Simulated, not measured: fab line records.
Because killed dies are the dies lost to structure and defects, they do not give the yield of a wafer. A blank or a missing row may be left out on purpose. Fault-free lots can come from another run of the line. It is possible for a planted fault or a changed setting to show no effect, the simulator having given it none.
Chamber matching | flow n5Finfet | aldSin-04 running N5_BEOL_M0_SAQP_ALD_48: 4 sister chambers
The step deposits SiO2, target thk 20 nm, pulse time 1 s, co reactant pulse time 1 s. 4 wafers are shown with their chamber, then 7 later ones without.

EACH WAFER AND ITS CHAMBER
wafer  | chamber | heaterPowerW (W)
L672.5 | 3       | 83
L672.6 | 1       | 89
L677.1 | 2       | 85
L677.2 | 0       | 71

WAFERS WITH NO CHAMBER GIVEN
wafer  | heaterPowerW (W)
L677.6 | 83
L678.1 | 89
L678.2 | 70
L678.4 | 86
L680.1 | 90
L680.2 | 71
L680.5 | 88

CHAMBER TAKEN BY EACH
wafer  | from the rows above | in truth
L677.6 | 3                   | 3
L678.1 | 1                   | 1
L678.2 | 0                   | 0
L678.4 | 2                   | 2
L680.1 | 1                   | 1
L680.2 | 0                   | 0
L680.5 | 1                   | 1
7 of 7 placed correctly. Not placeable from these rows: 0. Wrongly placed: 0.
How it was worked out, from the rows above alone: a wafer's distance from a chamber is the root of the sum, over the readings, of the square of ((its reading less the chamber's mean) divided by the reading's scatter). The wafer belongs to the nearest chamber; if the next one is less than 2 further off, it can't be placed. Each chamber's mean is taken over the wafers shown for it. The scatter: root of mean squared gap, hidden wafer to nearest shown wafer, with one shown wafer a chamber.
